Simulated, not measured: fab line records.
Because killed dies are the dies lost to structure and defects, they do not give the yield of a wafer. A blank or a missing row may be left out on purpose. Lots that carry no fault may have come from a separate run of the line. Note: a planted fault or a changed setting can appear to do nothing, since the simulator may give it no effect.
Matching of chambers :: flow n5_finfet :: N5_BEOL_M1_PRE_CLEAN_60 on cvd_co-01: 3 sister chambers
The step time 15 s. 6 wafers are shown with their chamber, then 10 later ones without.

WAFERS PAIRED WITH THEIR CHAMBERS
wafer: L083.6
chamber: 0
heater_power_w (W): 97

wafer: L085.1
chamber: 2
heater_power_w (W): 59

wafer: L085.4
chamber: 0
heater_power_w (W): 97

wafer: L085.5
chamber: 1
heater_power_w (W): 99

wafer: L086.4
chamber: 1
heater_power_w (W): 96

wafer: L086.5
chamber: 2
heater_power_w (W): 57

WAFERS WITH NO CHAMBER GIVEN
wafer: L086.6
heater_power_w (W): 98

wafer: L090.2
heater_power_w (W): 97

wafer: L090.3
heater_power_w (W): 56

wafer: L090.5
heater_power_w (W): 97

wafer: L091.1
heater_power_w (W): 97

wafer: L091.3
heater_power_w (W): 93

wafer: L091.6
heater_power_w (W): 96

wafer: L096.1
heater_power_w (W): 59

wafer: L096.2
heater_power_w (W): 99

wafer: L096.6
heater_power_w (W): 98

CHAMBER TAKEN BY EACH
wafer: L086.6
from the rows above: can't be placed: 1 or 0
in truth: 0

wafer: L090.2
from the rows above: can't be placed: 0 or 1
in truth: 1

wafer: L090.3
from the rows above: 2
in truth: 2

wafer: L090.5
from the rows above: can't be placed: 0 or 1
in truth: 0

wafer: L091.1
from the rows above: can't be placed: 0 or 1
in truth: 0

wafer: L091.3
from the rows above: can't be placed: 0 or 1
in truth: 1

wafer: L091.6
from the rows above: can't be placed: 0 or 1
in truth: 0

wafer: L096.1
from the rows above: 2
in truth: 2

wafer: L096.2
from the rows above: can't be placed: 1 or 0
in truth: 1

wafer: L096.6
from the rows above: can't be placed: 1 or 0
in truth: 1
2 of 10 placed correctly. Cannot be placed on the basis of these rows: 8; the candidates contain the true chamber in 8. Number placed wrongly: 0.
How it was worked out, from the rows above alone: a wafer's distance from a chamber is the root of the sum, over the readings, of the square of ((its reading less the chamber's mean) divided by the reading's scatter). If the next closest chamber is less than 2 further off than the closest, the wafer can't be placed; otherwise it belongs to the closest. The mean given for a chamber averages the wafers shown for that chamber. The scatter is the square root of a quotient: the sum, over the shown wafers, of each reading's squared deviation from its chamber's mean, divided by wafers minus chambers.
